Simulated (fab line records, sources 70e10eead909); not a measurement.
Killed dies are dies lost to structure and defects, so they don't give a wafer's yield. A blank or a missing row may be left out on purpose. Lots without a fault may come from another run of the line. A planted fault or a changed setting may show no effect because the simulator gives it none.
Tool commonality check | flow nand_harc | 13 lots, 39 wafers sampled

WHY IT WAS OPENED
At NHARC_A_ONON_D2_THK_MEAS_30 the reading thk_nm is flagged on 2 of 13 lots. Wafers without a fault read 998 nm, standard deviation 11.
Rule: a lot is flagged when every wafer of it that has a number lies more than 4 standard deviations from that mean, or none has a number. The other lots count as sound.

lot  | measured     | on            | thk_nm (nm), wafer by wafer | flag
L614 | day 12 22:01 | film_metro-02 | 993 993 995                 |
L615 | day 13 05:00 | film_metro-02 | 992 991 992                 |
L616 | day 13 20:52 | film_metro-02 | 978 980 980                 |
L624 | day 16 18:13 | film_metro-01 | 887 887 885                 | FLAGGED
L625 | day 17 12:39 | film_metro-01 | 915 915 915                 | FLAGGED
L628 | day 18 18:39 | film_metro-01 | 1009 1010 1008              |
L627 | day 18 18:41 | film_metro-01 | 1015 1014 1014              |
L630 | day 19 18:27 | film_metro-02 | 1005 1007 1004              |
L633 | day 20 22:22 | film_metro-01 | 975 974 976                 |
L634 | day 21 13:34 | film_metro-02 | 995 996 993                 |
L636 | day 21 17:14 | film_metro-02 | 995 995 995                 |
L635 | day 21 17:15 | film_metro-01 | 997 996 997                 |
L637 | day 23 03:40 | film_metro-01 | 1004 1005 1005              |
The numbers of the flagged lots are 901 nm on average: -97 nm against the usual, or -9 standard deviations.

WHICH TOOL RAN EACH LOT
The record holds 2 process steps before the reading, out of a route of 1302 steps. In each cell: the tool, then ch and the chambers that the sampled wafers went through, then the start.
lot  | flag    | NHARC_A_CHANNEL_FILL_D1_ETCHBACK_08           | NHARC_A_ONON_D2_DEP_28
L614 |         | rie_diel-06 ch 1,3, day 12 10:27 or earlier   | pecvd_onon-01 ch 0, day 12 21:31
L615 |         | rie_diel-08 ch 0,1,2, day 12 17:40 or earlier | pecvd_onon-03 ch 0, day 13 04:37
L616 |         | rie_diel-08 ch 1,2,3, day 13 09:29 or earlier | pecvd_onon-04 ch 0, day 13 20:29
L624 | FLAGGED | rie_diel-06 ch 1,3, day 16 06:53 or earlier   | pecvd_onon-04 ch 0, day 16 17:46
L625 | FLAGGED | rie_diel-08 ch 0,2,3, day 17 01:17 or earlier | pecvd_onon-04 ch 0, day 17 12:09
L628 |         | rie_diel-07 ch 0,1, day 18 06:44 or earlier   | pecvd_onon-03 ch 0, day 18 18:12
L627 |         | rie_diel-07 ch 0,2,3, day 18 06:58 or earlier | pecvd_onon-01 ch 0, day 18 18:10
L630 |         | rie_diel-06 ch 0,1,2, day 19 07:05 or earlier | pecvd_onon-03 ch 0, day 19 17:56
L633 |         | rie_diel-07 ch 0,1,2, day 20 11:01 or earlier | pecvd_onon-03 ch 0, day 20 21:50
L634 |         | rie_diel-07 ch 0,2,3, day 21 01:31 or earlier | pecvd_onon-01 ch 0, day 21 13:04
L636 |         | rie_diel-06 ch 0,1, day 21 05:53 or earlier   | pecvd_onon-03 ch 0, day 21 16:50
L635 |         | rie_diel-08 ch 0,2,3, day 21 05:54 or earlier | pecvd_onon-01 ch 0, day 21 16:44
L637 |         | rie_diel-08 ch 0,2,3, day 22 12:50 or earlier | pecvd_onon-04 ch 0, day 23 03:10
What these steps do:
- NHARC_A_CHANNEL_FILL_D1_ETCHBACK_08: etches the open film in C4F8, target depth 220 nm, time 110 s.
- NHARC_A_ONON_D2_DEP_28: target thk 1000 nm.
- NHARC_A_ONON_D2_THK_MEAS_30: measures by ellipsometry.

FLAGGED OVER TOTAL, TOOL BY TOOL (the gauges that took the reading come last)
step                                | tool          | lots run | flagged | share of the flagged lots | sound lots run after its first flagged lot
NHARC_A_CHANNEL_FILL_D1_ETCHBACK_08 | rie_diel-06   | 4        | 1       | some                      | 2 (L630,L636)
NHARC_A_CHANNEL_FILL_D1_ETCHBACK_08 | rie_diel-07   | 4        | 0       | none                      | -
NHARC_A_CHANNEL_FILL_D1_ETCHBACK_08 | rie_diel-08   | 5        | 1       | some                      | 2 (L635,L637)
NHARC_A_ONON_D2_DEP_28              | pecvd_onon-01 | 4        | 0       | none                      | -
NHARC_A_ONON_D2_DEP_28              | pecvd_onon-03 | 5        | 0       | none                      | -
NHARC_A_ONON_D2_DEP_28              | pecvd_onon-04 | 4        | 2       | all                       | 1 (L637)
NHARC_A_ONON_D2_THK_MEAS_30         | film_metro-01 | 7        | 2       | all                       | 5 (L628,L627,L633,L635,L637)
NHARC_A_ONON_D2_THK_MEAS_30         | film_metro-02 | 6        | 0       | none                      | -
NHARC_A_CHANNEL_FILL_D1_ETCHBACK_08 gives no start for some lots, so the hours and the order of its lots are those of NHARC_A_ONON_D2_THK_MEAS_05.

WHAT THE TABLE ALLOWS
2 rows of the table ran every flagged lot: pecvd_onon-04 at NHARC_A_ONON_D2_DEP_28, film_metro-01 at NHARC_A_ONON_D2_THK_MEAS_30.
- pecvd_onon-04 at NHARC_A_ONON_D2_DEP_28: 2 of its 4 lots flagged. Sound lots ran on it after the first flagged one (L637), which a lasting fault on the whole tool wouldn't allow.
- film_metro-01 at NHARC_A_ONON_D2_THK_MEAS_30: 2 of its 7 lots flagged. Sound lots ran on it after the first flagged one (L628, L627, L633, L635, L637), which a lasting fault on the whole tool wouldn't allow.
No row of the table ran every flagged lot and no sound lot after the first.

WHAT THE SIMULATOR HAD PUT IN
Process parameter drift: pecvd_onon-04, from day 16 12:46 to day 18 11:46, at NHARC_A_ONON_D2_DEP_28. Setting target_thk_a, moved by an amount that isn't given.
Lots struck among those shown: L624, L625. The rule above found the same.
